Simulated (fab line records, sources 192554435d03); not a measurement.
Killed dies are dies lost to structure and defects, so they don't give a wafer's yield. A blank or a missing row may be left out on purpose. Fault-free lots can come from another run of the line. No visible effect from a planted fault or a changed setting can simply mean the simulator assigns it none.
Split-lot study ; flow n5 finfet ; route with 1938 steps; 7 lots, 21 wafers read

## SPLIT DETAILS
At N5_GATE_CUT_COAT_34 (time 60 s, resist thk 60 nm), the setting spin rpm was moved away from the recipe's 1500 rpm on 4 of the 21 wafers read, by -8.3% to +9.3%. This setting was run at the recipe's value on the other wafers.

The reading comes from the split's own step.

## THE READING
SOC_of_GATE_CUT_COAT_34.thk nm (the simulator's own value, which no gauge read), in nm, at N5_GATE_CUT_COAT_34 (time 60 s, resist thk 60 nm). The file gives no usual value for it. Here, 17 wafers ran the recipe; their average is 60.2 nm with a standard deviation of 0.29 nm.

wafer;tool, chamber at the split;spin rpm as run, rpm;against the recipe;SOC_of_GATE_CUT_COAT_34.thk nm, nm;against lot-mates on the recipe
L075.1;litho track-03, 0;1500;recipe;60;-
L075.3;litho track-03, 0;1500;recipe;60;-
L075.6;litho track-03, 0;1385;-7.7%;62.4;+2.4
L081.2;litho track-05, 0;1500;recipe;60.4;-
L081.6;litho track-05, 0;1500;recipe;60.4;-
L081.5;litho track-05, 0;1500;recipe;60.6;-
L083.1;litho track-02, 0;1500;recipe;60.4;-
L083.3;litho track-02, 0;1500;recipe;60.4;-
L083.4;litho track-02, 0;1500;recipe;60.4;-
L086.2;litho track-03, 0;1500;recipe;60;-
L086.4;litho track-03, 0;1500;recipe;60;-
L086.6;litho track-03, 0;1500;recipe;60.2;-
L088.1;litho track-02, 0;1376;-8.3%;63;+2.5
L088.3;litho track-02, 0;1500;recipe;60.4;-
L088.6;litho track-02, 0;1500;recipe;60.6;-
L093.1;litho track-03, 0;1500;recipe;59.4;-
L093.2;litho track-03, 0;1640;+9.3%;57.2;-2.2
L093.4;litho track-03, 0;1640;+9.3%;57;-2.4
L095.2;litho track-05, 0;1500;recipe;60.2;-
L095.4;litho track-05, 0;1500;recipe;60;-
L095.6;litho track-05, 0;1500;recipe;60;-

THE FIT
A straight line over all 21 wafers: SOC_of_GATE_CUT_COAT_34.thk nm changes by -0.325 nm for each +1% of spin rpm; r = -0.98; the points scatter about the line by 0.29 nm.
The same after taking each lot's own level away (the mean of its wafers on the recipe; 21 wafers): -0.273 nm for each +1%; r = -0.99; scatter 0.13 nm.
The reading moves by 2.5 nm for the largest change in spin rpm, on that fit.
The span of the lots' own levels, 59.40 to 60.50 nm, comes to 3.8 times the standard deviation stated above.
Hence the slope depends on the lot-to-lot level, as the two fits are not the same.
Check: -2.64 nm against its lot-mates is what the line predicts for one of the wafers moved furthest among these (+9.3%) when that wafer is left out of the fit. Against them it came out at -2.2 nm.

## FURTHER SPLITS ON THESE WAFERS
Other splits were also applied to these wafers ahead of the reading. Each is held against what the fit with the lots' levels taken away leaves over:
other split on the same wafers;wafers away from the commonest value;r with SOC_of_GATE_CUT_COAT_34.thk nm (lot level and that fit taken away)
N5_DUMMY_GATE_EXPOSE_12 dose mj;9;-0.15
N5_SD_EPI_N_EXPOSE_06 dose mj;9;-0.17
N5_SD_EPI_N_PEB_07 peb temp c;3;-0.21
N5_SDB_CUT_ETCH_26 icp w;6;+0.22

## FILE'S OWN FIT
SOC_of_GATE_CUT_COAT_34.thk nm changes by -0.283 nm for each +1% of spin rpm, r = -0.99.
